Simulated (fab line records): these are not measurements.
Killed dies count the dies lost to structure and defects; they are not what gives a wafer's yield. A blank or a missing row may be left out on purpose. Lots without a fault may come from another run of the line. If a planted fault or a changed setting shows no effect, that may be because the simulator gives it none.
Matching of chambers + flow nand harc + 4 sister chambers for NHARC_THIN_TSV_ETCHBACK_48 on rie diel-01
The step etches the open film in C4F8/Ar, target depth 1028.5 nm, time 405.17 s. 4 wafers are shown with their chamber, then 10 later ones without.

## WAFERS PAIRED WITH THEIR CHAMBERS
| wafer  | chamber | rf vpp V (V) |
|--------|---------|--------------|
| L324.3 | 3       | 547          |
| L328.5 | 0       | 546          |
| L335.1 | 2       | 541          |
| L335.2 | 1       | 546          |

## WAFERS MISSING THEIR CHAMBER
| wafer  | rf vpp V (V) |
|--------|--------------|
| L335.5 | 548          |
| L338.1 | 541          |
| L338.3 | 546          |
| L338.5 | 542          |
| L337.1 | 546          |
| L337.2 | 541          |
| L337.6 | 542          |
| L339.3 | 548          |
| L339.5 | 547          |
| L339.6 | 540          |

## CHAMBER TAKEN BY EACH
| wafer  | from the rows above          | in truth |
|--------|------------------------------|----------|
| L335.5 | can't be placed: 3 or 0 or 1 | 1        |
| L338.1 | 2                            | 2        |
| L338.3 | can't be placed: 0 or 1 or 3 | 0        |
| L338.5 | 2                            | 2        |
| L337.1 | can't be placed: 0 or 1 or 3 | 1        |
| L337.2 | 2                            | 2        |
| L337.6 | 2                            | 2        |
| L339.3 | can't be placed: 3 or 0 or 1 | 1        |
| L339.5 | can't be placed: 3 or 0 or 1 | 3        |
| L339.6 | 2                            | 2        |
5 of 10 placed correctly. Can't be placed from these rows: 5 (the true chamber is among the candidates in 5). 0 placed wrongly.
How it was worked out, from the rows above alone: a wafer's distance from a chamber is the root of the sum, over the readings, of the square of ((its reading less the chamber's mean) divided by the reading's scatter). The wafer belongs to the nearest chamber; if the next one is less than 2 further off, it can't be placed. Each chamber's mean is taken over the wafers shown for it. The scatter: root of mean squared gap, hidden wafer to nearest shown wafer, with one shown wafer a chamber.
